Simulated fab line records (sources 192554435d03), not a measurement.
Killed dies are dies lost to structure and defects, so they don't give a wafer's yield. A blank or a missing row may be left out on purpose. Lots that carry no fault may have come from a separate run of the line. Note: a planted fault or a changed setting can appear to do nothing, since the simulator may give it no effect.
Split-lot trial    flow n5 finfet    7 lots, 39 wafers read, on a route of 1938 steps

## THE SPLIT ITSELF
At N5_FIN_SAQP_MANDREL_ETCH_22 (etches a-Si in HBr/Cl2, stops on SiNx, target depth 60 nm, bt time 10 s, time 30 s), the setting target depth a was moved away from the recipe's 600 angstrom on 15 of the 39 wafers read, by -10.5% to +10.3%. This setting was run at the recipe's value on the other wafers.

The reading is taken at the split's own step.

## THE READING
SOC_of_FIN_SAQP_COAT_49.thk nm (the simulator's own value, which no gauge read), in nm, at N5_FIN_SAQP_MANDREL_ETCH_22 (etches a-Si in HBr/Cl2, stops on SiNx, target depth 60 nm, bt time 10 s, time 30 s). No usual value for it is given in the file. Across the 24 wafers here that went through the recipe, the average is 76.21 nm and the standard deviation 0.44 nm.

wafer   tool, chamber at the split  target depth a as run, angstrom  against the recipe  SOC_of_FIN_SAQP_COAT_49.thk nm, nm  against lot-mates on the recipe
L074.1  rie si-01, 3                600                              recipe              76.53                               -
L074.2  rie si-01, 1                600                              recipe              76.76                               -
L074.3  rie si-01, 0                644.1                            +7.4%               74.53                               -2.03
L074.4  rie si-01, 2                644.1                            +7.4%               74.38                               -2.18
L074.5  rie si-01, 0                600                              recipe              76.38                               -
L074.6  rie si-01, 3                644.1                            +7.4%               74.66                               -1.90
L075.1  rie si-06, 3                600                              recipe              76.4                                -
L075.2  rie si-06, 1                600                              recipe              77.16                               -
L075.3  rie si-06, 2                600                              recipe              76.6                                -
L075.4  rie si-06, 0                600                              recipe              75.74                               -
L075.5  rie si-06, 0                600                              recipe              75.75                               -
L075.6  rie si-06, 3                600                              recipe              76.44                               -
L083.1  rie si-02, 2                600                              recipe              76.04                               -
L083.2  rie si-02, 3                536.8                            -10.5%              78.24                               +2.06
L083.3  rie si-02, 0                600                              recipe              75.83                               -
L083.4  rie si-02, 1                536.8                            -10.5%              78.42                               +2.24
L083.5  rie si-02, 2                600                              recipe              76.67                               -
L083.6  rie si-02, 1                536.8                            -10.5%              78.32                               +2.14
L085.4  rie si-02, 2                600                              recipe              76.64                               -
L085.5  rie si-02, 2                600                              recipe              76.35                               -
L085.6  rie si-02, 3                600                              recipe              76.1                                -
L088.1  rie si-01, 2                549.4                            -8.4%               77.01                               +1.35
L088.2  rie si-01, 0                600                              recipe              75.74                               -
L088.3  rie si-01, 1                549.4                            -8.4%               78.48                               +2.82
L088.4  rie si-01, 3                600                              recipe              75.72                               -
L088.5  rie si-01, 2                600                              recipe              75.51                               -
L088.6  rie si-01, 3                549.4                            -8.4%               77.91                               +2.25
L089.1  rie si-01, 0                570.6                            -4.9%               77.11                               +1.23
L089.2  rie si-01, 1                600                              recipe              75.97                               -
L089.3  rie si-01, 2                600                              recipe              75.4                                -
L089.4  rie si-01, 3                570.6                            -4.9%               76.89                               +1.01
L089.5  rie si-01, 1                600                              recipe              76.28                               -
L089.6  rie si-01, 0                570.6                            -4.9%               77.08                               +1.20
L095.1  rie si-02, 2                600                              recipe              76.67                               -
L095.2  rie si-02, 0                662                              +10.3%              73.22                               -3.11
L095.3  rie si-02, 3                662                              +10.3%              73.01                               -3.32
L095.4  rie si-02, 1                600                              recipe              76.48                               -
L095.5  rie si-02, 1                662                              +10.3%              73.77                               -2.56
L095.6  rie si-02, 0                600                              recipe              75.83                               -

THE FIT
A straight line over all 39 wafers: SOC_of_FIN_SAQP_COAT_49.thk nm changes by -0.225 nm for each +1% of target depth a; r = -0.94; the points scatter about the line by 0.45 nm.
The same after taking each lot's own level away (the mean of its wafers on the recipe; 39 wafers): -0.253 nm for each +1%; r = -0.96; scatter 0.38 nm.
According to that fit, moving target depth a by its largest amount changes the reading by 2.7 nm.
The span of the lots' own levels, 75.657 to 76.557 nm, comes to 2.0 times the standard deviation stated above.
So the lot-to-lot level changes the slope: the two fits differ.
Check: with one of the wafers moved furthest among these (-10.5%) left out of the fit, the line predicts +2.64 nm for it against its lot-mates. It came out at +2.06 nm against them.

## ADDITIONAL SPLITS CARRIED BY THESE WAFERS
These wafers also went through other splits before the reading. Each is held against what the fit with the lots' levels taken away leaves over:
other split on the same wafers         wafers away from the commonest value  r with SOC_of_FIN_SAQP_COAT_49.thk nm (lot level and that fit taken away)
N5_PMOS_HMC_CHANNEL_EPI_EPI_20 temp c  15                                    -0.12

## THE FILE'S OWN FIT
SOC_of_FIN_SAQP_COAT_49.thk nm changes by -0.251 nm for each +1% of target depth a, r = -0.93.
